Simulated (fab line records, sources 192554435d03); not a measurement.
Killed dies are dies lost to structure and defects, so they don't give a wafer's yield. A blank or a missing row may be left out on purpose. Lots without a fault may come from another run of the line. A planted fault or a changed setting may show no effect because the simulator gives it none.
Chamber matching | flow n5_finfet | N5_BEOL_M6_CURE_75 on uv_cure-01: 3 sister chambers
The step cures SiCOH lowk, time 120 s. 24 wafers are shown with their chamber, then 12 later ones without.

WAFERS WITH THEIR CHAMBER
wafer  | chamber | wafer_temp_C_max | lamp_power_pct (%)
L076.1 | 1       | 370.9            | 52.27
L076.2 | 1       | 371.3            | 52.18
L076.6 | 1       | 371.2            | 52.40
L081.1 | 2       | 371.2            | 52.31
L081.2 | 2       | 371.5            | 52.33
L081.6 | 2       | 371.8            | 52.25
L081.3 | 2       | 371.2            | 52.23
L081.4 | 2       | 371.4            | 52.35
L081.5 | 2       | 371.3            | 52.34
L080.2 | 0       | 370.9            | 52.25
L080.3 | 0       | 371.2            | 52.30
L080.4 | 0       | 371.0            | 52.24
L084.3 | 2       | 371.6            | 52.30
L084.5 | 2       | 371.4            | 52.28
L084.6 | 2       | 371.2            | 52.24
L083.1 | 2       | 371.5            | 52.31
L083.2 | 2       | 371.6            | 52.33
L083.4 | 2       | 371.1            | 52.26
L086.1 | 1       | 371.5            | 52.29
L086.2 | 1       | 371.4            | 52.29
L086.3 | 1       | 370.8            | 52.33
L087.2 | 0       | 371.8            | 52.36
L087.5 | 0       | 371.7            | 52.28
L087.6 | 0       | 371.8            | 52.23

SIGNATURES (means of the wafers above)
reading          | chamber 0 | chamber 1 | chamber 2 | scatter within a chamber
wafer_temp_C_max | 371.400   | 371.183   | 371.400   | 0.287
lamp_power_pct   | 52.2767   | 52.2933   | 52.2942   | 0.0519
Rule: a wafer's distance from a chamber is the root of the sum, over the readings, of the square of ((its reading less the chamber's mean) divided by the reading's scatter). The wafer belongs to the nearest chamber; if the next one is less than 2 further off, it can't be placed. The scatter: the root of (the sum of the squares of (reading less its chamber's mean) over the shown wafers, divided by (wafers less chambers)).

WAFERS WITHOUT THEIR CHAMBER
wafer  | wafer_temp_C_max | lamp_power_pct (%)
L090.1 | 371.4            | 52.27
L090.3 | 371.5            | 52.31
L090.4 | 371.1            | 52.32
L089.2 | 371.3            | 52.34
L089.3 | 371.3            | 52.35
L089.4 | 371.6            | 52.26
L092.2 | 371.2            | 52.32
L092.5 | 371.4            | 52.39
L092.6 | 371.2            | 52.37
L093.1 | 371.5            | 52.37
L093.2 | 371.4            | 52.23
L093.3 | 371.7            | 52.30

WHICH CHAMBER EACH WENT THROUGH
wafer  | from the rows above          | in truth
L090.1 | can't be placed: 0 or 2 or 1 | 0
L090.3 | can't be placed: 2 or 0 or 1 | 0
L090.4 | can't be placed: 1 or 2 or 0 | 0
L089.2 | can't be placed: 2 or 1 or 0 | 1
L089.3 | can't be placed: 2 or 1 or 0 | 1
L089.4 | can't be placed: 0 or 2 or 1 | 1
L092.2 | can't be placed: 1 or 2 or 0 | 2
L092.5 | can't be placed: 2 or 1 or 0 | 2
L092.6 | can't be placed: 1 or 2 or 0 | 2
L093.1 | can't be placed: 2 or 0 or 1 | 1
L093.2 | can't be placed: 0 or 2 or 1 | 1
L093.3 | can't be placed: 2 or 0 or 1 | 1
Placed correctly: 0 of 12. Can't be placed from these rows: 12 (the true chamber is among the candidates in 12). Placed wrongly: 0.
